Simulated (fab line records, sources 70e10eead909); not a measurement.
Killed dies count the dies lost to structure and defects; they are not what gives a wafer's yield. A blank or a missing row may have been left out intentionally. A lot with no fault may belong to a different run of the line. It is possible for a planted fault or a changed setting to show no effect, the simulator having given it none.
A struck lot beside a sound one || flow nand-harc || 14 out of 1159 route steps
Sound: the wafers L600.2, L600.3, L600.6. Struck: wafer L611.6; the same lot's L611.1 was not struck, so it is left out; see the end for the cause.
Each step with rows lists, per side, the tool, then ch with its chambers, then its first start. Under that, the readings that differ: sound wafers || struck wafers || difference of the means || sigmas: that difference in standard deviations of wafers without a fault.
alike: same words and numbers on both sides, and readings whose means sit less than 2 such deviations apart. not compared: any withheld reading, any reading some wafer has no value for, any bound like >300 that may hide the same value, and any number with overlapping values for which the record gives no deviation.
A row with sigmas, a row that says differs or no value, or rows on one side alone: a step with any of these is where the two part. When numbers do not overlap yet have no deviation, they are printed without sigmas and do not part them. A reading that every wafer of one side lacks parts them only if that side has two wafers or more.

first, 2 steps without rows for these wafers: NHARC_A_SOURCE_PLATE_SRD_01; NHARC_A_SOURCE_PLATE_OXIDE_02 (material SiO2, target thk 10 nm, ox time 1362 s).
NHARC_A_SOURCE_PLATE_THK_MEAS_09: measures by ellipsometry.
  sound: film-metro-01 at day 7 07:40; struck: film-metro-02 at day 10 01:44
  alike: thk-nm
then, 3 steps without rows for these wafers: NHARC_A_SOURCE_PLATE_PVD_04 (deposits WSi2, target thk 50 nm); NHARC_A_SOURCE_PLATE_CVD_03 (deposits poly-Si, target thk 200 nm, time 4000 s); NHARC_A_SOURCE_PLATE_ANNEAL_05 (time 1800 s).
NHARC_A_SOURCE_PLATE_THK_MEAS_06: measures by ellipsometry.
  sound: film-metro-01 at day 7 20:50; struck: film-metro-02 at day 10 17:03
  alike: thk-nm
NHARC_A_SOURCE_PLATE_INSPECT_08:
  sound: defect-inspect-01 at day 7 20:54; struck: defect-inspect-01 at day 10 17:08
  alike: raw-defect-count
then, no rows for these wafers at 1 step: NHARC_A_ONON_D1_DEP_00 (target thk 1000 nm).
NHARC_A_ONON_D1_THK_MEAS_02: measures by ellipsometry.
  sound: film-metro-02 at day 7 21:28; struck: film-metro-02 at day 10 17:43
  alike: thk-nm
NHARC_A_ONON_D1_DEP_03: target thk 1000 nm.
  sound on pecvd-onon-01 ch 0, day 7 21:35; struck on pecvd-onon-03 ch 0, day 10 17:46
NHARC_A_ONON_D1_THK_MEAS_05: measures by ellipsometry.
  sound: film-metro-01 at day 7 22:02; struck: film-metro-02 at day 10 18:17
{"reading": "thk-nm (nm)", "sound": "1009 1008 1009", "struck": 352, "difference": -657, "sigmas": -84}
then, no rows for these wafers at 1 step: NHARC_A_ONON_D1_DEP_06 (target thk 1000 nm).
-- jump in the record: it breaks off in module A_ONON_D1 and resumes in module END (first step shown: number 1159 of the route), and 12 days separate the struck wafers' starts before and after --
NHARC_END_SORT_01:
  the record has rows for the struck wafers here (prober-01 ch 0, day 22 15:12) and none for the sound ones

WHERE THEY PART
First at NHARC_A_ONON_D1_THK_MEAS_05; last, within this record, at NHARC_END_SORT_01.

WHY: the cause the simulator had injected
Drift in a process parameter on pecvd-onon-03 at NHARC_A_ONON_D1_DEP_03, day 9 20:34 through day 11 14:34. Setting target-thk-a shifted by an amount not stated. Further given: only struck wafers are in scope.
